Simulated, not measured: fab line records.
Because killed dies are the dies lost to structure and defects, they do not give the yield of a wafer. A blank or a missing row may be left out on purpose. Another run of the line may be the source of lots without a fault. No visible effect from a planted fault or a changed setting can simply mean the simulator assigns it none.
fab line records    flow n5-finfet
record: lots: 10  wafers: 30  last-day: 18
route steps=1938 shown BEOL_M7@1265
lots untouched by any fault: they come from a run of this same line in which no faults occurred
start-h: the number of hours between the record's first day and the start of the first shown wafer of the lot    wait-h: hours since the lot's step before    " repeats the value in the row above    L1.1+2: one row covering several wafers at once    - either no value or no given start    * or withheld: withheld    < > ~ a bound
route shown NAME@n: names a module that has steps shown in the file, with the first one's number in the route    usual: mean/standard deviation of fault-free wafers    same: alike in all rows    chamber/n: place in a boat    sites: each site's reading    _std_site: standard deviation of those values    _edge_site: mean of outer sites minus mean of inner sites    radius-mm: for every site, how far away it sits from the centre of the wafer    mask NAME#n: copy n    behind: tool/chamber where the wafer was last shaped    hold: reason for holding the lot/hours on hold/outcome of the hold    device: the transistor (n, p or np) that didn't switch    end of line: tests of these same wafers at the route's end    a step without rows: its recipe alone    killed: not the wafer's yield, but the dies lost to structure and defects at the first sort    map: per-die view of a wafer (x killed, . not killed, _ where there is no die)
set.NAME: the setting that was run; set.NAME@STEP: the one run at that earlier step    model.NAME: the simulator's own value behind a step, which no gauge read
a sample of lots followed through the steps of the route, with each step as a table and each wafer as a row
services: when a tool's chamber went out of use (start-h, in hours from the record's first day, below 0 if earlier), for how many hours, and the reason
== steps ==
step: N5_BEOL_M7_THK_MEAS_01
recipe: reads: SiCOH_lowk_of_BEOL_M7_ILD_DEP_00
usual: M7_ILD_THK: 155.2/2.1
lot.wafer  tool           chamber  start-h  wait-h  M7_ILD_THK[nm]
L558.2     film-metro-01  -        195.61   0.4     157.4
L558.3     "              -        "        "       156.2
L558.4     "              -        "        "       157.2
L560.1     film-metro-01  -        220.48   0.4     153.1
L560.2     "              -        "        "       150.2
L560.4     "              -        "        "       154.3
L562.1     film-metro-02  -        230.67   0.4     153.5
L562.4     "              -        "        "       157.2
L562.5     "              -        "        "       154.9
L564.3     film-metro-01  -        244.35   0.3     154.9
L564.5     "              -        "        "       157.5
L564.6     "              -        "        "       154.6
L567.4     film-metro-01  -        278.22   0.4     156.8
L567.5     "              -        "        "       156.1
L567.6     "              -        "        "       156.5
L570.1     film-metro-02  -        293.00   0.8     155.3
L570.3     "              -        "        "       151.4
L570.4     "              -        "        "       153.3
L573.3     film-metro-02  -        294.28   0.5     154.1
L573.4     "              -        "        "       156.9
L573.5     "              -        "        "       157.1
L574.1     film-metro-02  -        296.20   0.8     152.0
L574.3     "              -        "        "       153.3
L574.6     "              -        "        "       155.4
L578.3     film-metro-01  -        325.39   0.3     152.1
L578.4     "              -        "        "       154.8
L578.5     "              -        "        "       158.2
L580.1     film-metro-01  -        347.99   0.4     154.9
L580.2     "              -        "        "       152.5
L580.4     "              -        "        "       157.1
step: N5_BEOL_M7_OVL_MEAS_12
recipe: points-per-wafer: 44
usual: M7_OVL: 0.1/0.82
lot.wafer  tool        chamber  start-h  wait-h  M7_OVL[nm]
L558.2     overlay-02  0        196.25   0.0     -0.4
L558.3     "           0        "        "       0.2
L558.4     "           0        "        "       0.5
L560.1     overlay-01  0        221.55   0.0     -0.2
L560.2     "           0        "        "       -0.4
L560.4     "           0        "        "       -0.8
L562.1     overlay-02  0        232.30   0.0     -0.2
L562.4     "           0        "        "       0.3
L562.5     "           0        "        "       -0.2
L564.3     overlay-01  0        245.94   0.0     0.6
L564.5     "           0        "        "       1.0
L564.6     "           0        "        "       0.7
L567.4     overlay-01  0        279.50   0.0     0.3
L567.5     "           0        "        "       1.1
L567.6     "           0        "        "       -0.5
L570.1     overlay-02  0        295.64   0.0     1.1
L570.3     "           0        "        "       0.3
L570.4     "           0        "        "       1.3
L573.3     overlay-01  0        295.98   0.0     -0.8
L573.4     "           0        "        "       0.0
L573.5     "           0        "        "       0.0
L574.1     overlay-01  0        298.57   0.0     -0.5
L574.3     "           0        "        "       -0.3
L574.6     "           0        "        "       0.4
L578.3     overlay-01  0        327.38   0.0     -0.3
L578.4     "           0        "        "       0.0
L578.5     "           0        "        "       -0.6
L580.1     overlay-02  0        348.95   0.0     0.3
L580.2     "           0        "        "       1.6
L580.4     "           0        "        "       0.9
step: N5_BEOL_M7_DESCUM_16
recipe: chemistry: O2  time-s: 7.9  source-power-w: 50  bias-power-w: 20  pressure-mtorr: 20  rf-frequency-hz: 2.712e+07  temp-c: 40  resist: CAR-ArF  o2-flow-sccm: 225
usual: bias-power-w: 19.99/0.062  drypump-motor-current-A: 5.7/0.43  oes-product-au: 0.79/0.1  rf-vpp-V: 243.5/1.3  showerhead-plenum-p-Torr: 2.12/0.068  throttle-valve-pct: 20.41/0.29
lot.wafer  tool         chamber  start-h  wait-h  bias-power-w  drypump-motor-current-A  oes-product-au  rf-hours-counter-h  rf-vpp-V  showerhead-plenum-p-Torr  throttle-valve-pct
L558.2     rie-diel-06  2        196.44   0.2     20.15         6.1                      0.77            148                 244.6     2.20                      20.73
L558.3     "            0        "        "       20.02         5.4                      0.87            57                  243.7     2.14                      20.36
L558.4     "            3        "        "       19.98         5.7                      0.70            -                   244.4     2.15                      20.59
L560.1     rie-diel-03  2        221.61   0.0     20.06         5.8                      1.00            1                   242.2     2.07                      20.37
L560.2     "            0        "        "       19.99         5.3                      0.77            157                 243.2     2.20                      20.48
L560.4     "            3        "        "       19.98         5.5                      0.74            209                 242.2     2.06                      20.49
L562.1     rie-diel-06  2        232.47   0.1     19.94         6.1                      0.76            161                 245.9     2.19                      20.74
L562.4     "            2        "        "       19.92         6.0                      0.76            -                   244.0     2.19                      20.70
L562.5     "            0        "        "       20.14         5.3                      0.85            -                   244.4     2.13                      20.37
L564.3     rie-diel-03  1        246.00   0.0     19.89         5.5                      1.01            0                   243.7     2.03                      20.00
L564.5     "            2        "        "       20.01         5.8                      0.95            -                   244.3     2.07                      20.37
L564.6     "            1        "        "       19.97         5.5                      1.01            -                   242.0     2.03                      20.01
L567.4     rie-diel-03  3        279.56   0.0     20.08         5.5                      0.72            229                 243.9     2.05                      20.51
L567.5     "            1        "        "       20.09         5.5                      0.95            -                   242.6     2.03                      20.01
L567.6     "            0        "        "       19.98         5.3                      0.76            -                   244.8     2.19                      20.52
L570.1     rie-diel-02  1        295.75   0.1     20.00         6.0                      0.74            180                 242.9     2.07                      19.99
L570.3     "            3        "        "       19.98         5.6                      0.99            4                   244.5     2.15                      19.99
L570.4     "            2        "        "       19.97         5.1                      0.73            189                 245.4     2.17                      20.79
L573.3     rie-diel-06  2        296.05   0.1     19.90         6.1                      0.74            183                 244.8     2.18                      20.77
L573.4     "            3        "        "       20.01         5.7                      0.95            6                   244.7     2.14                      20.15
L573.5     "            2        "        "       19.85         6.1                      0.74            -                   241.9     2.18                      20.76
L574.1     rie-diel-03  2        298.71   0.1     20.08         5.8                      0.91            27                  241.6     2.07                      20.38
L574.3     "            3        "        "       19.93         5.6                      0.71            235                 242.2     2.05                      20.55
L574.6     "            0        "        "       20.03         5.4                      0.75            -                   245.2     2.19                      20.52
L578.3     rie-diel-03  1        327.44   0.0     19.93         5.5                      0.92            26                  242.8     2.03                      20.04
L578.4     "            0        "        "       19.98         5.3                      0.75            192                 244.5     2.18                      20.56
L578.5     "            2        "        "       19.95         5.8                      0.89            -                   243.3     2.06                      20.40
L580.1     rie-diel-02  2        351.38   2.4     19.95         5.1                      0.71            205                 246.2     2.17                      20.80
L580.2     "            3        "        "       19.96         5.6                      0.93            22                  244.4     2.15                      20.03
L580.4     "            1        "        "       19.96         6.0                      0.73            194                 245.1     2.07                      20.01
step: N5_BEOL_M7_COAT_71
recipe: resist: underlayer  temp-c: 205  time-s: 60  spin-rpm: 1500  resist-thk-nm: 5
usual: heater-power-total-W: 391.7/1.4  plate-temp-C: 205.00/0.16  spin-speed-rpm: 1499.9/0.85
lot.wafer  tool            chamber  start-h  wait-h  heater-power-total-W  plate-temp-C  spin-speed-rpm
L558.2     litho-track-02  0        196.97   -       393.9                 205.09        1502.1
L558.3     "               0        "        "       390.6                 205.12        1500.0
L558.4     "               0        "        "       392.6                 204.93        1501.4
L560.1     litho-track-03  0        222.15   -       389.8                 204.79        1501.1
L560.2     "               0        "        "       393.5                 204.77        1500.5
L560.4     "               0        "        "       390.3                 204.87        1500.5
L562.1     litho-track-02  0        234.84   -       391.0                 204.69        1500.4
L562.4     "               0        "        "       390.1                 204.85        1497.6
L562.5     "               0        "        "       391.7                 204.76        1499.8
L564.3     litho-track-02  0        246.96   -       392.8                 205.09        1499.5
L564.5     "               0        "        "       392.6                 205.15        1500.2
L564.6     "               0        "        "       391.0                 205.20        1500.0
L567.4     litho-track-02  0        283.36   -       391.9                 204.95        1500.4
L567.5     "               0        "        "       392.0                 204.97        1498.9
L567.6     "               0        "        "       389.6                 204.84        1500.4
L570.1     litho-track-02  0        297.23   -       391.3                 205.01        1288.8
L570.3     "               0        "        "       392.2                 205.08        1289.6
L570.4     "               0        "        "       393.9                 205.12        1290.3
L573.3     litho-track-04  0        297.35   -       392.0                 205.13        1500.1
L573.4     "               0        "        "       390.0                 205.01        1501.0
L573.5     "               0        "        "       389.7                 205.00        1500.9
L574.1     litho-track-02  0        300.22   -       389.7                 205.01        1291.2
L574.3     "               0        "        "       392.1                 204.89        1291.7
L574.6     "               0        "        "       391.9                 205.02        1291.5
L578.3     litho-track-03  0        330.11   -       391.6                 205.00        1501.2
L578.4     "               0        "        "       390.2                 205.08        1500.3
L578.5     "               0        "        "       391.0                 205.12        1501.3
L580.1     litho-track-03  0        352.05   -       389.7                 205.14        1498.4
L580.2     "               0        "        "       392.8                 205.03        1498.7
L580.4     "               0        "        "       392.8                 204.85        1499.5
step: N5_BEOL_M7_ETCH_72
recipe: chemistry: N2/H2  target: underlayer  target-depth-a: 65  mask-material: CAR-EUV  time-s: 5.2  ion-energy-ev: 200  pressure-mtorr: 30  source-w: 840  bias-w: 150  n2-flow-sccm: 200  h2-flow-sccm: 200  ends: cleared
usual: drypump-motor-current-A: 5.7/0.36  etch-rf-on-time-s: 5.20/0.15  oes-product-au: 0.68/0.085  rf-vpp-V: 525.1/2  showerhead-plenum-p-Torr: 2.59/0.063  throttle-valve-pct: 17.84/0.26
lot.wafer  tool         chamber  start-h  wait-h  drypump-motor-current-A  etch-rf-on-time-s  oes-product-au  rf-hours-counter-h  rf-vpp-V  showerhead-plenum-p-Torr  throttle-valve-pct
L558.2     rie-diel-02  3        197.87   0.0     5.6                      5.00               0.61            229                 526.7     2.61                      17.85
L558.3     "            2        "        "       5.1                      5.32               0.64            156                 526.0     2.64                      18.04
L558.4     "            1        "        "       6.0                      5.02               0.67            148                 521.4     2.56                      17.56
L560.1     rie-diel-02  0        222.58   0.0     6.6                      5.31               0.59            230                 522.3     2.42                      18.16
L560.2     "            3        "        "       5.6                      5.03               0.60            236                 524.5     2.60                      17.88
L560.4     "            1        "        "       6.0                      5.11               0.64            156                 520.1     2.56                      17.61
L562.1     rie-diel-06  3        235.54   0.0     5.7                      5.09               0.60            244                 526.7     2.62                      18.14
L562.4     "            2        "        "       6.1                      5.08               0.65            -                   526.8     2.64                      18.04
L562.5     "            3        "        "       5.7                      5.12               0.60            -                   526.0     2.63                      18.15
L564.3     rie-diel-06  0        247.52   0.0     5.4                      5.29               0.70            78                  526.0     2.58                      17.72
L564.5     "            3        "        "       5.7                      5.04               0.60            -                   525.9     2.62                      18.17
L564.6     "            0        "        "       5.4                      5.28               0.71            -                   526.5     2.58                      17.76
L567.4     rie-diel-02  1        283.79   0.0     6.0                      5.11               0.63            -                   524.8     2.55                      17.63
L567.5     "            3        "        "       5.6                      4.91               0.89            -                   524.4     2.60                      17.36
L567.6     "            2        "        "       5.1                      5.37               0.60            -                   526.7     2.63                      18.08
L570.1     rie-diel-03  2        297.65   0.0     5.8                      5.58               0.77            26                  519.6     2.47                      17.56
L570.3     "            1        "        "       5.5                      5.69               0.79            16                  523.4     2.48                      17.47
L570.4     "            0        "        "       5.3                      5.96               0.62            183                 525.0     2.65                      18.02
L573.3     rie-diel-03  3        298.05   0.0     5.5                      5.26               0.61            235                 522.7     2.52                      18.15
L573.4     "            1        "        "       5.5                      5.33               0.78            16                  522.1     2.48                      17.45
L573.5     "            0        "        "       5.3                      5.48               0.63            -                   524.8     2.65                      17.98
L574.1     rie-diel-06  1        300.70   0.0     5.8                      5.74               0.59            248                 527.1     2.60                      18.03
L574.3     "            2        "        "       6.1                      5.51               0.62            185                 527.8     2.63                      18.08
L574.6     "            1        "        "       5.8                      5.75               0.60            -                   527.0     2.60                      18.05
L578.3     rie-diel-03  1        330.54   0.0     5.5                      5.30               0.77            27                  523.8     2.47                      17.48
L578.4     "            2        "        "       5.8                      5.20               0.74            36                  520.7     2.47                      17.56
L578.5     "            0        "        "       5.3                      5.46               0.62            -                   524.6     2.64                      18.03
L580.1     rie-diel-02  3        354.67   0.0     5.6                      4.95               0.80            24                  525.8     2.59                      17.43
L580.2     "            0        "        "       6.6                      5.14               0.76            20                  528.3     2.72                      17.70
L580.4     "            2        "        "       5.1                      5.41               0.59            208                 525.3     2.62                      18.13
== services ==
tool         chamber  start-h  hours  kind
rie-diel-03  2        185.59   -      clean
rie-diel-03  2        185.59   -      consumable-replace:esc
rie-diel-03  2        185.59   -      consumable-replace:focus-ring
rie-diel-06  2        205.55   5.7    repair
rie-diel-03  1        223.29   -      clean
rie-diel-03  1        223.29   -      consumable-replace:focus-ring
rie-diel-03  1        223.29   20.4   scheduled-down
rie-diel-03  1        223.29   20.4   vent-cycle
rie-diel-06  3        250.46   -      clean
rie-diel-06  3        250.46   -      consumable-replace:focus-ring
rie-diel-06  3        250.46   18.2   scheduled-down
rie-diel-06  3        250.46   18.2   vent-cycle
rie-diel-02  3        261.39   -      clean
rie-diel-02  3        261.39   -      consumable-replace:focus-ring
rie-diel-02  3        261.39   21.8   scheduled-down
rie-diel-02  3        261.39   21.8   vent-cycle
rie-diel-02  0        283.23   -      clean
rie-diel-02  0        283.23   -      consumable-replace:focus-ring
rie-diel-02  0        283.23   -      consumable-replace:showerhead
rie-diel-02  0        283.23   12.3   scheduled-down
rie-diel-02  0        283.23   12.3   vent-cycle
rie-diel-02  -        315.59   2.8    pm
rie-diel-03  -        343.13   14.6   pm
rie-diel-06  1        352.47   9.0    repair
== key ==
first-sign: step: N5_BEOL_M7_COAT_71  reading: spin-speed-rpm  direction: down  sigmas: 99+  usual: *  struck: *
effect: step: N5_BEOL_M7_ETCH_72  reading: etch-rf-on-time-s  direction: up  sigmas: 3.5  usual: *  struck: *
met-at N5_BEOL_M7_COAT_71
struck-lots L570,L574
not-acting-at N5_BEOL_M7_THK_MEAS_01,N5_BEOL_M7_OVL_MEAS_12,N5_BEOL_M7_DESCUM_16
onset-between 283.36 297.23
fault: kind: process-parameter-drift  tool: litho-track-02  chamber: -  onset-h: 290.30  steps: N5_BEOL_M7_COAT_71  channel: spin-rpm  offset: *  shape: step  end-h: 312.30  acts-in: *  stated: *
